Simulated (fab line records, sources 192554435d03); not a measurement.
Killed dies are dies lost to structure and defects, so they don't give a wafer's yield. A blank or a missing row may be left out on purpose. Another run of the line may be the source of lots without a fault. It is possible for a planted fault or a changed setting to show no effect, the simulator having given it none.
fab line records	flow n5Finfet
record: lots: 7	wafers: 21
route steps=1938 shown BEOL_M14@1753 BEOL_M15@1800 MIM_TOP@1835 MIM_TOP_LITHO@1843
startH: hours from the record's first day to the start of the lot's first wafer shown	waitH: hours since the lot's step before	" unchanged from the row above	L1.1+2: a row that stands for several wafers	- no value, or no start given	* or withheld: withheld	< > ~ a bound
route shown NAME@n: a module of which the file shows steps, and the number in the route of the first	usual: mean/standard deviation of fault-free wafers	same: alike in all rows	chamber/n: place in a boat	sites: readings site by site	_std_site: their standard deviation	_edge_site: inner sites' mean taken away from outer sites' mean	radiusMm: for every site, how far away it sits from the centre of the wafer	mask NAME#n: copy n	behind: the last tool/chamber to shape the wafer	hold: reason for holding the lot/hours on hold/outcome of the hold	device: transistor that didn't switch, given as n, p or np	end of line: tests of these same wafers at the route's end	a step with no rows: only its recipe	killed: not the wafer's yield, but the dies lost to structure and defects at the first sort	map: dies across one wafer; x = killed, . = not, _ = none there
set.NAME: the setting as run; set.NAME@STEP: as run at that earlier step	model.NAME: the simulator's own value behind a step, which no gauge read
one table per step and one row per wafer, for lots whose settings were changed on purpose
== steps ==
step: N5_BEOL_M14_TRENCH_ETCH_34
recipe: chemistry: C4F8/O2/Ar	target: SiO2	targetDepthA: 5566.5	maskMaterial: SOC	heInnerTorr: 15	heOuterTorr: 30	timeS: 126.9	ionEnergyEv: 800	pressureMtorr: 20	sourceW: 1905	biasW: 2040	Ar_flow_sccm: 400	C4F8_flow_sccm: 16	O2_flow_sccm: 12
lot.wafer	tool	chamber	startH	waitH	set.timeS	model.etch.depthNm
L078.2	rieDiel-04	0	291.19	0.0	126.9	544.8
L078.4	"	2	"	"	126.9	558.8
L078.6	"	0	"	"	126.9	544.7
L081.2	rieDiel-02	2	316.70	0.0	139.3	628.4
L081.3	"	1	"	"	126.9	520.9
L081.4	"	2	"	"	126.9	569.6
L083.2	rieDiel-05	2	353.03	0.0	126.9	563.4
L083.4	"	0	"	"	154.5	663.9
L083.5	"	0	"	"	126.9	551.6
L085.1	rieDiel-05	3	353.61	0.0	126.9	549.9
L085.2	"	1	"	"	100.1	442.4
L085.3	"	2	"	"	126.9	563.7
L089.1	rieDiel-05	0	388.36	0.0	141.6	611.5
L089.3	"	3	"	"	141.6	615.9
L089.5	"	1	"	"	126.9	564.8
L092.1	rieDiel-02	3	398.72	0.0	112	502
L092.3	"	2	"	"	126.9	571.2
L092.6	"	1	"	"	112	483.4
L095.3	rieDiel-05	1	420.21	0.0	104.2	460.9
L095.5	"	0	"	"	104.2	444.4
L095.6	"	2	"	"	126.9	563.1
step: N5_BEOL_M14_STRIP_70
recipe: chemistry: C4F8/O2/Ar	resist: SiARC	rfFrequencyHz: 6e+07
step: N5_BEOL_M14_OCD_MEAS_35
usual: trenchDepthNm: 553/14
lot.wafer	tool	chamber	startH	waitH	set.timeS@BEOL_M14_TRENCH_ETCH_34	trenchDepthNm
L078.2	ocd-02	-	291.34	0.0	126.9	544
L078.4	"	-	"	"	126.9	559
L078.6	"	-	"	"	126.9	545
L081.2	ocd-01	-	316.85	0.0	139.3	629
L081.3	"	-	"	"	126.9	521
L081.4	"	-	"	"	126.9	570
L083.2	ocd-01	-	353.19	0.0	126.9	564
L083.4	"	-	"	"	154.5	664
L083.5	"	-	"	"	126.9	552
L085.1	ocd-01	-	353.77	0.0	126.9	550
L085.2	"	-	"	"	100.1	442
L085.3	"	-	"	"	126.9	564
L089.1	ocd-01	-	388.52	0.0	141.6	612
L089.3	"	-	"	"	141.6	616
L089.5	"	-	"	"	126.9	564
L092.1	ocd-02	-	398.88	0.0	112	502
L092.3	"	-	"	"	126.9	571
L092.6	"	-	"	"	112	483
L095.3	ocd-02	-	420.37	0.0	104.2	461
L095.5	"	-	"	"	104.2	444
L095.6	"	-	"	"	126.9	563
step: N5_BEOL_M14_STRIP_37
recipe: chemistry: O2	powerW: 600	tempC: 60	pressureMtorr: 30	rfFrequencyHz: 6e+07	biasPowerW: 0	overashFraction: 0.3	o2FlowSccm: 225
step: N5_BEOL_M14_ETCH_38
recipe: chemistry: CF4/N2	target: SiCN	targetDepthA: 1065	taperDeg: 2	timeS: 120.6	ionEnergyEv: 150	maskMaterial: SiO2	pressureMtorr: 40	sourceW: 430	biasW: 70	Ar_flow_sccm: 100	cf4FlowSccm: 60	n2FlowSccm: 60
step: N5_BEOL_M14_ECD_47
recipe: material: Cu	targetThkA: 12480
step: N5_BEOL_M14_ANNEAL_48
recipe: tempC: 225	timeS: 90	ambient: N2
step: N5_BEOL_M14_CMP_49
recipe: stopOn: SiO2	tOverpolishS: 5.2	downForcePsi: 2	platenRpm: 80	clearingPlatenDownForcePsi: 2	clearingPlatenRpm: 80	postCmpClean: cuAlkaline	targetThkNm: 560	clearingPlatenPadVelocityMS: 1.5917	padVelocityMS: 1.5917
lot.wafer	tool	chamber	startH	waitH	set.timeS@BEOL_M14_TRENCH_ETCH_34	model.Cu_of_BEOL_M14_ECD_47.thkNm
L078.4	cmp-02	1	293.57	0.1	126.9	562.4
L078.2	"	2	"	"	126.9	547
L078.6	"	2	"	"	126.9	547.8
L081.2	cmp-04	3	319.11	0.2	139.3	630.2
L081.4	"	0	"	"	126.9	573
L081.3	"	1	"	"	126.9	524.2
L083.2	cmp-04	3	354.86	0.2	126.9	566
L083.4	"	0	"	"	154.5	666
L083.5	"	0	"	"	126.9	556
L085.2	cmp-02	3	355.51	0.2	100.1	445
L085.1	"	0	"	"	126.9	553.4
L085.3	"	1	"	"	126.9	567.4
L089.3	cmp-04	2	395.11	0.2	141.6	619.2
L089.1	"	3	"	"	141.6	615.2
L089.5	"	2	"	"	126.9	568.6
L092.3	cmp-02	1	402.03	0.2	126.9	575.6
L092.1	"	2	"	"	112	504.6
L092.6	"	3	"	"	112	487.2
L095.3	cmp-02	3	421.71	0.2	104.2	463.4
L095.6	"	3	"	"	126.9	564.8
L095.5	"	0	"	"	104.2	447.8
step: N5_BEOL_M14_THK_MEAS_50
recipe: thkMeasGauge: xrf	reads: Cu_of_BEOL_M14_ECD_47
usual: M14_THK: 559/15
lot.wafer	tool	chamber	startH	waitH	set.timeS@BEOL_M14_TRENCH_ETCH_34	M14_THK[nm]
L078.2	filmMetro-01	-	293.86	-	126.9	552
L078.4	"	-	"	"	126.9	567
L078.6	"	-	"	"	126.9	554
L081.2	filmMetro-01	-	319.40	-	139.3	636
L081.3	"	-	"	"	126.9	530
L081.4	"	-	"	"	126.9	578
L083.2	filmMetro-01	-	355.16	-	126.9	572
L083.4	"	-	"	"	154.5	677
L083.5	"	-	"	"	126.9	561
L085.1	filmMetro-02	-	355.77	-	126.9	553
L085.2	"	-	"	"	100.1	448
L085.3	"	-	"	"	126.9	568
L089.1	filmMetro-02	-	395.40	-	141.6	620
L089.3	"	-	"	"	141.6	624
L089.5	"	-	"	"	126.9	571
L092.1	filmMetro-02	-	402.25	-	112	510
L092.3	"	-	"	"	126.9	580
L092.6	"	-	"	"	112	491
L095.3	filmMetro-01	-	422.01	-	104.2	474
L095.5	"	-	"	"	104.2	455
L095.6	"	-	"	"	126.9	577
step: N5_BEOL_M14_PRE_CLEAN_52
recipe: gas: NH3	timeS: 15	tempC: withheld	rfPowerW: 300
step: N5_BEOL_M14_DEP_53
recipe: material: SiCN	targetThkA: 500	tempC: withheld	precursor: 3MS/NH3	pressureTorr: 3	rfW: 675	timeS: 17.8
step: N5_BEOL_M14_RS_MEAS_54
recipe: thkMeasGauge: four-point-probe	reads: Cu_of_BEOL_M14_ECD_47+Ta_of_BEOL_M14_SPUTTER_44+TaN_of_BEOL_M14_SPUTTER_43
usual: M14_RS: 0.0335/0.0009
lot.wafer	tool	chamber	startH	waitH	set.timeS@BEOL_M14_TRENCH_ETCH_34	M14_RS[ohm/sq]
L078.2	filmMetro-01	-	293.99	0.1	126.9	0.0340
L078.4	"	-	"	"	126.9	0.0330
L078.6	"	-	"	"	126.9	0.0339
L081.2	filmMetro-01	-	319.53	0.1	139.3	0.0294
L081.3	"	-	"	"	126.9	0.0355
L081.4	"	-	"	"	126.9	0.0325
L083.2	filmMetro-02	-	355.29	0.1	126.9	0.0329
L083.4	"	-	"	"	154.5	0.0278
L083.5	"	-	"	"	126.9	0.0334
L085.1	filmMetro-01	-	355.89	0.0	126.9	0.0336
L085.2	"	-	"	"	100.1	0.0419
L085.3	"	-	"	"	126.9	0.0327
L089.1	filmMetro-01	-	395.53	0.0	141.6	0.0302
L089.3	"	-	"	"	141.6	0.0300
L089.5	"	-	"	"	126.9	0.0327
L092.1	filmMetro-02	-	402.38	0.0	112	0.0369
L092.3	"	-	"	"	126.9	0.0323
L092.6	"	-	"	"	112	0.0383
L095.3	filmMetro-02	-	422.13	0.1	104.2	0.0404
L095.5	"	-	"	"	104.2	0.0418
L095.6	"	-	"	"	126.9	0.0329
step: N5_BEOL_M15_EXPOSE_25
recipe: maskId: M15	na: 0.8	sourceShape: annular	sigmaInner: 0.5	sigmaOuter: 0.8	polarization: unpolarized	targetCdNm: 400	doseMj: 35.5
lot.wafer	tool	chamber	startH	waitH	mask	set.doseMj
L078.2+4+6	krfScanner-02	0	296.12	-	M15#0	35.5
L081.2+3	krfScanner-02	0	321.84	-	M15#0	35.5
L081.4	"	0	"	"	M15#0	37.29
L083.2+4	krfScanner-01	0	357.46	-	M15#0	36.98
L083.5	"	0	"	"	M15#0	35.5
L085.1	krfScanner-02	0	358.55	-	M15#0	35.5
L085.2+3	"	0	"	"	M15#0	36.8
L089.1+5	krfScanner-01	0	398.44	-	M15#0	34.61
L089.3	"	0	"	"	M15#0	35.5
L092.1+3+6	krfScanner-01	0	405.62	-	M15#0	35.5
L095.3	krfScanner-02	0	425.99	-	M15#0	35.5
L095.5+6	"	0	"	"	M15#0	37.22
step: N5_BEOL_M15_PEB_26
recipe: pebTempC: 130	pebTimeS: 90
step: N5_BEOL_M15_DEVELOP_27
recipe: developTimeS: 45	rinseLiquid: diw	dry: airSpin	devTempC: 21
step: N5_BEOL_M15_HARDBAKE_32
recipe: tempC: 130	timeS: 120
step: N5_BEOL_M15_CD_MEAS_28
recipe: targetCdNm: 407.6	landingEnergyEv: 500	detector: seInlens
usual: cdNm: 408.1/1.8
lot.wafer	tool	chamber	startH	waitH	set.doseMj@BEOL_M15_EXPOSE_25	cdNm
L078.2	cdSem-03	0	296.28	-	35.5	412.1
L078.4	"	0	"	"	35.5	407.0
L078.6	"	0	"	"	35.5	409.5
L081.2	cdSem-03	0	322.01	-	35.5	411.2
L081.3	"	0	"	"	35.5	410.7
L081.4	"	0	"	"	37.29	418.8
L083.2	cdSem-01	0	357.63	-	36.98	413.9
L083.4	"	0	"	"	36.98	413.7
L083.5	"	0	"	"	35.5	408.7
L085.1	cdSem-03	0	358.72	-	35.5	407.3
L085.2	"	0	"	"	36.8	414.5
L085.3	"	0	"	"	36.8	412.6
L089.1	cdSem-01	0	398.61	-	34.61	405.7
L089.3	"	0	"	"	35.5	406.8
L089.5	"	0	"	"	34.61	401.9
L092.1	cdSem-01	0	405.79	-	35.5	410.0
L092.3	"	0	"	"	35.5	408.8
L092.6	"	0	"	"	35.5	407.3
L095.3	cdSem-02	0	426.15	-	35.5	408.2
L095.5	"	0	"	"	37.22	416.2
L095.6	"	0	"	"	37.22	418.6
step: N5_BEOL_M15_DESCUM_33
recipe: chemistry: O2	timeS: 7.9	sourcePowerW: 50	biasPowerW: 20	pressureMtorr: 20	rfFrequencyHz: 2.712e+07	tempC: 40	o2FlowSccm: 225
lot.wafer	tool	chamber	startH	waitH	set.doseMj@BEOL_M15_EXPOSE_25	model.BEOL_M15.cdNm
L078.2	rieDiel-03	0	296.76	0.4	35.5	412.4
L078.4	"	3	"	"	35.5	406.8
L078.6	"	2	"	"	35.5	409.4
L081.2	rieDiel-06	3	322.10	0.0	35.5	411.4
L081.3	"	0	"	"	35.5	410.6
L081.4	"	2	"	"	37.29	418.4
L083.2	rieDiel-03	2	357.90	0.2	36.98	413.6
L083.4	"	3	"	"	36.98	414
L083.5	"	1	"	"	35.5	408.8
L085.1	rieDiel-03	1	358.81	0.0	35.5	407.2
L085.2	"	2	"	"	36.8	414.4
L085.3	"	0	"	"	36.8	412.8
L089.1	rieDiel-06	2	399.46	0.8	34.61	405.4
L089.3	"	0	"	"	35.5	406.8
L089.5	"	3	"	"	34.61	401.8
L092.1	rieDiel-06	3	407.20	1.4	35.5	409.8
L092.3	"	2	"	"	35.5	408.6
L092.6	"	1	"	"	35.5	407.2
L095.3	rieDiel-01	2	427.25	1.0	35.5	408.4
L095.5	"	1	"	"	37.22	415.8
L095.6	"	3	"	"	37.22	418.8
step: N5_BEOL_M15_ETCH_61
recipe: chemistry: N2/H2	target: BARC	targetDepthA: 890	overetchA: 267	timeS: 67.9	ionEnergyEv: 200	pressureMtorr: 30	sourceW: 840	biasW: 150	n2FlowSccm: 200	h2FlowSccm: 200
lot.wafer	tool	chamber	startH	waitH	set.doseMj@BEOL_M15_EXPOSE_25	model.BEOL_M15.cdNm
L078.2	rieDiel-03	0	296.79	0.0	35.5	404.2
L078.4	"	3	"	"	35.5	399.4
L078.6	"	2	"	"	35.5	403.2
L081.2	rieDiel-06	3	322.13	0.0	35.5	403.4
L081.3	"	0	"	"	35.5	402.2
L081.4	"	2	"	"	37.29	411
L083.2	rieDiel-03	2	357.94	0.0	36.98	408.6
L083.4	"	3	"	"	36.98	407
L083.5	"	1	"	"	35.5	402.8
L085.1	rieDiel-03	1	358.84	0.0	35.5	400.2
L085.2	"	2	"	"	36.8	408.6
L085.3	"	0	"	"	36.8	405.2
L089.1	rieDiel-06	2	399.50	0.0	34.61	397.2
L089.3	"	0	"	"	35.5	399.2
L089.5	"	3	"	"	34.61	392
L092.1	rieDiel-06	3	407.24	0.0	35.5	401.8
L092.3	"	2	"	"	35.5	402.4
L092.6	"	1	"	"	35.5	399.6
L095.3	rieDiel-01	2	427.28	0.0	35.5	401.2
L095.5	"	1	"	"	37.22	407.4
L095.6	"	3	"	"	37.22	411.2
step: N5_BEOL_M15_TRENCH_ETCH_34
recipe: chemistry: C4F8/O2/Ar	target: SiO2	targetDepthA: 8729.3	heInnerTorr: 15	heOuterTorr: 30	timeS: 199	ionEnergyEv: 800	pressureMtorr: 20	sourceW: 1905	biasW: 2040	Ar_flow_sccm: 400	C4F8_flow_sccm: 16	O2_flow_sccm: 12
lot.wafer	tool	chamber	startH	waitH	set.biasW	set.doseMj@BEOL_M15_EXPOSE_25	model.BEOL_M15.cdNm
L078.2	rieDiel-03	0	296.84	0.0	2040	35.5	404.6
L078.4	"	3	"	"	2040	35.5	399.2
L078.6	"	2	"	"	2040	35.5	403.4
L081.2	rieDiel-06	3	322.18	0.0	2040	35.5	404
L081.3	"	0	"	"	1876	35.5	401.8
L081.4	"	2	"	"	1876	37.29	411.4
L083.2	rieDiel-03	2	357.99	0.0	2243	36.98	407.8
L083.4	"	3	"	"	2243	36.98	406.6
L083.5	"	1	"	"	2243	35.5	402.2
L085.1	rieDiel-03	1	358.90	0.0	2040	35.5	399.6
L085.2	"	2	"	"	2255	36.8	407.6
L085.3	"	0	"	"	2040	36.8	404.2
L089.1	rieDiel-06	2	399.55	0.0	2040	34.61	396.6
L089.3	"	0	"	"	2040	35.5	399.2
L089.5	"	3	"	"	2040	34.61	392.2
L092.1	rieDiel-06	3	407.29	0.0	2040	35.5	402
L092.3	"	2	"	"	2139	35.5	402.2
L092.6	"	1	"	"	2040	35.5	399.6
L095.3	rieDiel-01	2	427.33	0.0	2040	35.5	400.6
L095.5	"	1	"	"	2040	37.22	408.2
L095.6	"	3	"	"	2040	37.22	411.2
step: N5_MIM_TOP_ALD_01
recipe: material: HfO2	targetThkA: 56	tempC: withheld	aldPrecursorFamily: Hf-amide	aldCoReactant: O3	pulseTimeS: 1	purgeTimeS: 3	coReactantPurgeTimeS: 2	coReactantPulseTimeS: 3	aldCycles: 62
lot.wafer	tool	chamber	startH	waitH	set.aldCycles	model.HfO2_of_MIM_TOP_ALD_01.thkNm
L078.2+4+6	aldHk-03	1,2,2	-	-	62	5.6
L081.2+3+4	aldHk-02	2,3,0	-	-	62	5.6
L083.2	aldHk-03	1	-	-	62	5.6
L083.4+5	"	2,1	"	"	56	5
L085.1+2+3	aldHk-01	3,2,0	-	-	62	5.6
L089.1	aldHk-03	2	-	-	62	5.6
L089.3+5	"	0	"	"	68	6.2
L092.1+3+6	aldHk-01	3,2,0	-	-	62	5.6
L095.3+6	aldHk-03	0,3	-	-	54	4.8
L095.5	"	0	"	"	62	5.6
step: N5_MIM_TOP_LITHO_EXPOSE_05
recipe: maskId: MIM_TOP	na: 0.55	sourceShape: conventional	sigmaOuter: 0.8	polarization: unpolarized	targetCdNm: 2000	doseMj: 20.5
lot.wafer	tool	chamber	startH	waitH	mask	set.doseMj
L078.2+4+6	krfScanner-01	0	312.11	-	MIM_TOP#0	20.5
L081.2+3+4	krfScanner-01	0	330.75	-	MIM_TOP#0	20.5
L083.2+4	krfScanner-01	0	365.30	-	MIM_TOP#0	21.32
L083.5	"	0	"	"	MIM_TOP#0	20.5
L085.1+3	krfScanner-01	0	366.33	-	MIM_TOP#0	21.49
L085.2	"	0	"	"	MIM_TOP#0	20.5
L089.1+5	krfScanner-02	0	406.33	-	MIM_TOP#0	20.5
L089.3	"	0	"	"	MIM_TOP#0	19.38
L092.1+3	krfScanner-02	0	416.54	-	MIM_TOP#0	20.5
L092.6	"	0	"	"	MIM_TOP#0	19.56
L095.3+6	krfScanner-02	0	432.02	-	MIM_TOP#0	20.04
L095.5	"	0	"	"	MIM_TOP#0	20.5
step: N5_MIM_TOP_LITHO_PEB_06
recipe: pebTempC: withheld	pebTimeS: *
step: N5_MIM_TOP_LITHO_DEVELOP_07
recipe: developTimeS: 60	rinseLiquid: diw	dry: airSpin	devTempC: 21
step: N5_MIM_TOP_LITHO_HARDBAKE_09
recipe: tempC: 130	timeS: 120
step: N5_MIM_TOP_LITHO_CD_MEAS_08
recipe: targetCdNm: 2000	landingEnergyEv: 500	detector: seInlens
usual: cdNm: 2001.1/1.8
lot.wafer	tool	chamber	startH	waitH	set.doseMj@MIM_TOP_LITHO_EXPOSE_05	cdNm
L078.2	cdSem-03	0	312.28	-	20.5	2004.1
L078.4	"	0	"	"	20.5	2003.9
L078.6	"	0	"	"	20.5	2003.4
L081.2	cdSem-03	0	330.92	-	20.5	1999.2
L081.3	"	0	"	"	20.5	2000.5
L081.4	"	0	"	"	20.5	2001.7
L083.2	cdSem-02	0	365.48	-	21.32	1995.0
L083.4	"	0	"	"	21.32	1996.7
L083.5	"	0	"	"	20.5	2004.4
L085.1	cdSem-02	0	366.51	-	21.49	1993.3
L085.2	"	0	"	"	20.5	2002.3
L085.3	"	0	"	"	21.49	1990.8
L089.1	cdSem-01	0	406.51	-	20.5	1998.4
L089.3	"	0	"	"	19.38	2008.7
L089.5	"	0	"	"	20.5	1998.7
L092.1	cdSem-02	0	416.71	-	20.5	1998.4
L092.3	"	0	"	"	20.5	2000.5
L092.6	"	0	"	"	19.56	2006.7
L095.3	cdSem-01	0	432.18	-	20.04	2004.5
L095.5	"	0	"	"	20.5	2000.5
L095.6	"	0	"	"	20.04	2007.8
== key ==
split: step: N5_BEOL_M14_TRENCH_ETCH_34	setting: timeS	stated: 126.9	by: wafer
response: step: N5_BEOL_M14_TRENCH_ETCH_34	reading: model.etch.depthNm	change: +5.61	per: 1%	r: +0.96
response: step: N5_BEOL_M14_OCD_MEAS_35	reading: trenchDepthNm	change: +5.62	per: 1%	r: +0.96
response: step: N5_BEOL_M14_CMP_49	reading: model.Cu_of_BEOL_M14_ECD_47.thkNm	change: +5.58	per: 1%	r: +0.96
response: step: N5_BEOL_M14_THK_MEAS_50	reading: M14_THK	change: +5.68	per: 1%	r: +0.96
response: step: N5_BEOL_M14_RS_MEAS_54	reading: M14_RS	change: -0.000364	per: 1%	r: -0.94
split: step: N5_BEOL_M15_EXPOSE_25	setting: doseMj	stated: 35.5	by: wafer
response: step: N5_BEOL_M15_CD_MEAS_28	reading: cdNm	change: +1.58	per: 1%	r: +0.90
response: step: N5_BEOL_M15_DESCUM_33	reading: model.BEOL_M15.cdNm	change: +1.54	per: 1%	r: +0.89
response: step: N5_BEOL_M15_ETCH_61	reading: model.BEOL_M15.cdNm	change: +1.6	per: 1%	r: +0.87
response: step: N5_BEOL_M15_TRENCH_ETCH_34	reading: model.BEOL_M15.cdNm	change: +1.66	per: 1%	r: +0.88
split: step: N5_BEOL_M15_TRENCH_ETCH_34	setting: biasW	stated: 2040	by: wafer
response none clear
split: step: N5_MIM_TOP_ALD_01	setting: aldCycles	stated: 62	by: wafer
response: step: N5_MIM_TOP_ALD_01	reading: model.HfO2_of_MIM_TOP_ALD_01.thkNm	change: +0.062	per: 1%	r: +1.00
split: step: N5_MIM_TOP_LITHO_EXPOSE_05	setting: doseMj	stated: 20.5	by: wafer
response: step: N5_MIM_TOP_LITHO_CD_MEAS_08	reading: cdNm	change: -1.94	per: 1%	r: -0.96
